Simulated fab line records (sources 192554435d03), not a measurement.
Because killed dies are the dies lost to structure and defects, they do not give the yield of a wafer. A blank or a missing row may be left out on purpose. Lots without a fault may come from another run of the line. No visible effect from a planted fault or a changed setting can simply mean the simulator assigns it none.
Matching of chambers    flow n5_finfet    rie_si-04 running N5_SDB_CUT_ETCH_26: 4 sister chambers
The step etches Si in HBr/Cl2/O2, target depth 129.6 nm, bt time 20 s, time 51.8 s. 4 wafers are shown with their chamber, then 9 later ones without.

## EACH WAFER AND ITS CHAMBER
wafer   chamber  drypump_motor_current_A (A)
L078.4  0        6.1
L090.2  3        6.4
L090.4  1        5.6
L090.5  2        5.2

## WAFERS WITHOUT THEIR CHAMBER
wafer   drypump_motor_current_A (A)
L091.1  6.4
L091.2  5.2
L091.4  5.6
L095.2  5.6
L095.3  5.2
L095.5  6.5
L096.2  5.2
L096.3  6.1
L096.4  5.6

## WHICH CHAMBER EACH WENT THROUGH
wafer   from the rows above  in truth
L091.1  3                    3
L091.2  2                    2
L091.4  1                    1
L095.2  1                    1
L095.3  2                    2
L095.5  3                    3
L096.2  2                    2
L096.3  0                    0
L096.4  1                    1
9 of 9 placed correctly. Left unplaced by these rows: 0. Placed wrongly: 0.
How it was worked out, from the rows above alone: a wafer's distance from a chamber is the root of the sum, over the readings, of the square of ((its reading less the chamber's mean) divided by the reading's scatter). If the next closest chamber is less than 2 further off than the closest, the wafer can't be placed; otherwise it belongs to the closest. A chamber's mean is the mean of its shown wafers. The scatter (one wafer shown for each chamber): square how far every hidden wafer sits from the nearest shown wafer, average those squares and take the square root.
